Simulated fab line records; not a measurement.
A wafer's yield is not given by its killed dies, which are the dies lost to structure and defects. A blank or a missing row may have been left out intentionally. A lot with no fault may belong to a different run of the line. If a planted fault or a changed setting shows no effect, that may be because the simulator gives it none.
What tool caused it?	flow n5 finfet	10 lots, 30 wafers sampled, at 5 steps of a route of 1938

== WHAT THE GAUGES SHOWED, per wafer ==
N5_BEOL_M11_THK_MEAS_01. Usual: for M11_ILD_THK the level is 268 nm and the standard deviation is 3.4.
lot	measured	on	M11_ILD_THK (nm)	flag
L175	day 11 22:58	film metro-01	270 265 270	
L179	day 12 22:09	film metro-02	268 265 272	
L182	day 13 04:46	film metro-01	268 272 275	
L185	day 14 12:52	film metro-01	263 270 267	
L192	day 16 02:46	film metro-01	265 270 271	
L189	day 16 06:10	film metro-02	264 269 338	OFF
L195	day 16 17:28	film metro-01	265 267 270	
L194	day 16 18:42	film metro-01	328 264 269	OFF
L196	day 17 03:35	film metro-01	267 269 269	
L198	day 17 12:57	film metro-01	262 264 270	

== WHICH TOOL RAN EACH LOT (tool, then ch and the chambers of the sampled wafers, then the start) ==
lot	N5_BEOL_M10_ETCH_41	N5_BEOL_M10_PRE_CLEAN_45	N5_BEOL_M11_ILD_DEP_00	N5_BEOL_M11_CURE_71
L175	rie diel-04 ch 0,2,3, day 11 20:30 or earlier	pvd sputter-01, day 11 20:30	pecvd-01 ch 0,1,2, day 11 22:22	uv cure-02 ch 2, day 11 22:27
L179	rie diel-06 ch 1,3, day 12 19:00 or earlier	pvd sputter-01, day 12 19:00	pecvd-01 ch 0,2, day 12 21:34	uv cure-02 ch 2, day 12 21:38
L182	rie diel-04 ch 0,1,3, day 12 23:49 or earlier	pvd sputter-03, day 12 23:49	pecvd-01 ch 0,2, day 13 03:41	uv cure-01 ch 2, day 13 03:46
L185	rie diel-03 ch 2,3, day 14 09:55 or earlier	pvd sputter-01, day 14 09:55	pecvd-01 ch 0,1, day 14 12:14	uv cure-01 ch 0, day 14 12:30
L192	rie diel-03 ch 1,2, day 16 00:27 or earlier	pvd sputter-03, day 16 00:27	pecvd-03 ch 0,2, day 16 02:10	uv cure-02 ch 0, day 16 02:15
L189	rie diel-06 ch 0,1,2, day 16 02:10 or earlier	pvd sputter-01, day 16 02:10	pecvd-01 ch 0,1,2, day 16 05:34	uv cure-02 ch 1, day 16 05:49
L195	rie diel-04 ch 2,3, day 16 14:28 or earlier	pvd sputter-02, day 16 14:28	pecvd-03 ch 1,2, day 16 16:53	uv cure-02 ch 0, day 16 17:07
L194	rie diel-04 ch 0,1, day 16 15:33 or earlier	pvd sputter-01, day 16 15:33	pecvd-01 ch 0,1,2, day 16 18:06	uv cure-02 ch 2, day 16 18:11
L196	rie diel-04 ch 0,1,2, day 17 00:18 or earlier	pvd sputter-02, day 17 00:18	pecvd-03 ch 0,2, day 17 02:58	uv cure-02 ch 0, day 17 03:08
L198	rie diel-03 ch 0,1,2, day 17 10:28 or earlier	pvd sputter-03, day 17 10:28	pecvd-02 ch 0,1,2, day 17 12:21	uv cure-03 ch 2, day 17 12:26
- N5_BEOL_M10_ETCH_41: etches SiCN in CH3F/O2, target depth 42.6 nm, time 86 s.
- N5_BEOL_M10_PRE_CLEAN_45: time 30 s.
- N5_BEOL_M11_ILD_DEP_00: deposits SiCOH lowk from DEMS/porogen, target thk 308.51 nm, time 58 s.
- N5_BEOL_M11_CURE_71: cures SiCOH lowk, time 240 s.

== WHAT THE TOOLS THEMSELVES READ (means of the sampled wafers that have a number; where no wafer has one, the mark that the record gives instead) ==
N5_BEOL_M10_ETCH_41. Usual: CH3F_flow_sccm 30.00 sccm, standard deviation 0.085; drypump motor current A 5.6 A, standard deviation 0.48; oes product au 0.79 a.u., standard deviation 0.077; rf vpp V 296.9 V, standard deviation 1.7; showerhead plenum p Torr 1.98 Torr, standard deviation 0.073; throttle valve pct 16.31 %, standard deviation 0.18.
lot	tool	CH3F_flow_sccm (sccm)	drypump motor current A (A)	oes product au (a.u.)	rf vpp V (V)	showerhead plenum p Torr (Torr)	throttle valve pct (%)	flag
L175	rie diel-04	30.00	5.8	0.71	296.4	1.97	16.54	
L179	rie diel-06	29.95	5.6	0.86	299.7	2.12	16.34	
L182	rie diel-04	29.98	5.5	0.72	295.7	1.94	16.30	
L185	rie diel-03	30.01	5.7	0.77	296.0	1.92	16.31	
L192	rie diel-03	30.06	5.8	0.75	296.4	1.94	16.38	
L189	rie diel-06	30.01	5.5	0.84	298.6	2.05	16.23	
L195	rie diel-04	30.02	6.1	0.92	296.3	1.98	16.11	
L194	rie diel-04	30.07	5.2	0.73	295.6	1.91	16.40	
L196	rie diel-04	29.93	5.8	0.78	296.3	1.93	16.37	
L198	rie diel-03	29.99	5.7	0.73	297.3	2.00	16.40	

N5_BEOL_M10_PRE_CLEAN_45. Usual: heater power w 336 W, standard deviation 19.
lot	tool	heater power w (W)	flag
L175	pvd sputter-01	331	
L179	pvd sputter-01	334	
L182	pvd sputter-03	335	
L185	pvd sputter-01	333	
L192	pvd sputter-03	335	
L189	pvd sputter-01	341	
L195	pvd sputter-02	343	
L194	pvd sputter-01	330	
L196	pvd sputter-02	351	
L198	pvd sputter-03	338	

N5_BEOL_M11_ILD_DEP_00. Usual: heater power w 367 W, standard deviation 69; run length s 100.9 s, standard deviation 0.49; showerhead plenum p Torr 5.744 Torr, standard deviation 0.022; throttle valve pct 13.9 %, standard deviation 1.3.
lot	tool	heater power w (W)	run length s (s)	showerhead plenum p Torr (Torr)	throttle valve pct (%)	flag
L175	pecvd-01	318	101.3	5.752	13.4	
L179	pecvd-01	403	100.6	5.732	13.1	
L182	pecvd-01	432	101.0	5.741	13.3	
L185	pecvd-01	286	101.1	5.756	13.6	
L192	pecvd-03	389	101.2	5.744	15.6	
L189	pecvd-01	341	105.7	5.747	13.4	OFF
L195	pecvd-03	412	100.4	5.764	13.1	
L194	pecvd-01	355	105.8	5.760	13.6	OFF
L196	pecvd-03	365	100.8	5.754	14.1	
L198	pecvd-02	382	100.9	5.730	13.9	

N5_BEOL_M11_CURE_71. Usual: lamp power pct 52.31 %, standard deviation 0.055; wafer_temp_C_max 386.7, standard deviation 0.72.
lot	tool	lamp power pct (%)	wafer_temp_C_max	flag
L175	uv cure-02	52.30	386.6	
L179	uv cure-02	52.31	386.5	
L182	uv cure-01	52.35	386.1	
L185	uv cure-01	52.32	386.0	
L192	uv cure-02	52.37	387.3	
L189	uv cure-02	52.34	387.4	
L195	uv cure-02	52.34	387.2	
L194	uv cure-02	52.35	386.6	
L196	uv cure-02	52.27	387.2	
L198	uv cure-03	52.31	387.7	

== THE ANSWER, worked out from the rows above alone ==
Rule: a lot counts as off when the mean over its wafers that have a number is more than 3 standard deviations away from the usual mean. Also off: a lot with no number at a reading for which 4 or more lots have one. Any other lot the step has rows for is counted as sound. The gauges are gone through in route order, then the tools' own readings, and for those a lot's mean is taken as printed above. The first step at which some lot is off is used, and at that step the reading that is off furthest; a lot without a number counts as furthest.
Off: L189, L194, seen at N5_BEOL_M11_THK_MEAS_01 (M11_ILD_THK).
A tool fits if, at a process step before that reading, it ran every lot that is off, and no sound lot after the first of them. Not tried: the gauges at N5_BEOL_M11_THK_MEAS_01; whatever is off there is also off at N5_BEOL_M11_ILD_DEP_00, on other tools, and gauge error can't account for it. Because N5_BEOL_M10_ETCH_41 lacks a start for some lots, the hours and order of its lots are taken from N5_BEOL_M10_PRE_CLEAN_45. Undecided on this evidence; 2 tools fit (pvd sputter-01 at N5_BEOL_M10_PRE_CLEAN_45, pecvd-01 at N5_BEOL_M11_ILD_DEP_00).

== WHAT THE SIMULATOR HAD INSERTED ==
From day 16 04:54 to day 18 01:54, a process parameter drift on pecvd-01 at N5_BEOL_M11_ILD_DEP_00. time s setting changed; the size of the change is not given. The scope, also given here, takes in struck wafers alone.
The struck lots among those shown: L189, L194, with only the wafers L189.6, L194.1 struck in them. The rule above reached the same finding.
